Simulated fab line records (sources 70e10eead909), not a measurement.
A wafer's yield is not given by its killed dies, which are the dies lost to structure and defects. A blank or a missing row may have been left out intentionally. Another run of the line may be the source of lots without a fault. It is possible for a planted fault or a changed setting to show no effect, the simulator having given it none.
Struck lot and sound lot, side by side	flow nand_harc	14 steps out of a route of 1302
Sound: these wafers, L579.2, L579.4, L579.5. Struck: wafer L591.2 (left out: L591.3, L591.5 of the same lot, which were not struck); the cause appears at the end.
Order at every step that has rows: each side's tool, ch and its chambers, its first start. Under that, the readings that differ: sound wafers	struck wafers	difference of the means	sigmas: that difference in standard deviations of wafers without a fault.
alike: readings with means less than 2 such deviations apart, plus words and numbers identical on both sides. not compared: withheld readings, readings lacking a value on some wafer, bounds such as >300 that could conceal the same value, and numbers that have no deviation in the record and whose values overlap.
Wherever a step has rows on one side only, a row that says differs or no value, or a row with sigmas, the two part there. Non-overlapping numbers with no deviation appear without sigmas and do not part them. Lack of a reading on every wafer of one side parts them only where that side has two or more wafers.

first, 9 steps without rows for these wafers: NHARC_A_STAIRCASE_DEHYDRATE_260 (time 120 s); NHARC_A_STAIRCASE_HMDS_261 (time 30 s); NHARC_A_STAIRCASE_COAT_262; NHARC_A_STAIRCASE_SOFTBAKE_263 (time 170 s); NHARC_A_STAIRCASE_EBR_264; NHARC_A_STAIRCASE_EXPOSE_265 (exposes mask CHOP 200); NHARC_A_STAIRCASE_PEB_266 (peb time 130 s); NHARC_A_STAIRCASE_DEVELOP_267 (time 140 s); NHARC_A_STAIRCASE_HARDBAKE_269 (time 140 s).
NHARC_A_STAIRCASE_DESCUM_270: chemistry O2, time 3 s.
  sound on rie_diel-10 ch 0,1, day 17 09:16; struck on rie_diel-10 ch 2, day 21 22:10
  alike: drypump_motor_current_A, oes_product_au, rf_vpp_V, showerhead_plenum_p_Torr, throttle_valve_pct
  not compared: rf_hours_counter_h
NHARC_A_STAIRCASE_ETCH_271: etches the open film in CF4/CHF3.
  sound on rie_diel-10 ch 1,2, day 17 09:27; struck on rie_diel-10 ch 3, day 21 22:14
reading	sound	struck	difference	sigmas
rf_vpp_V (V)	368.6 370.5 367.6	376.1	+7.2	+3
showerhead_plenum_p_Torr (Torr)	1.48 1.58 1.48	1.69	+0.18	+2
  alike: bias_w, drypump_motor_current_A, oes_product_au, throttle_valve_pct
  not compared: rf_hours_counter_h
NHARC_A_STAIRCASE_HM_OPEN_457: chemistry O2/COS.
  sound on rie_diel-10 ch 0,2,3, day 17 09:40; struck on rie_diel-10 ch 2, day 21 22:21
reading	sound	struck	difference	sigmas
oes_product_au (a.u.)	1.003 0.996 1.004	0.863	-0.138	-13
  alike: bias_w, drypump_motor_current_A, rf_vpp_V, showerhead_plenum_p_Torr, throttle_valve_pct
  not compared: rf_hours_counter_h
then, 1 step without rows for these wafers: NHARC_A_STAIRCASE_STRIP_458 (strips in O2/COS).
-- break in the record here, with 8 days between the starts of the struck wafers on either side (left off in module A_STAIRCASE, picked up again in module END, where the first step shown is number 1302 on the route) --
NHARC_END_SORT_01:
  sound on prober-01 ch 0, day 25 05:31; struck on prober-02 ch 0, day 29 11:08
reading	sound	struck	difference	sigmas
hold	- - -	await_dispo/1.9h/release	no value on the sound wafers	
killed_at_array	67 62 88	671	+599	+37
killed_dies	72 63 90	677	+602	+38
  alike: killed_at_other, killed_at_periphery, killed_open, killed_short

WHERE THEY PART
Last at NHARC_END_SORT_01 as far as this record goes, first at NHARC_A_STAIRCASE_ETCH_271.

WHY: whatever the simulator had introduced
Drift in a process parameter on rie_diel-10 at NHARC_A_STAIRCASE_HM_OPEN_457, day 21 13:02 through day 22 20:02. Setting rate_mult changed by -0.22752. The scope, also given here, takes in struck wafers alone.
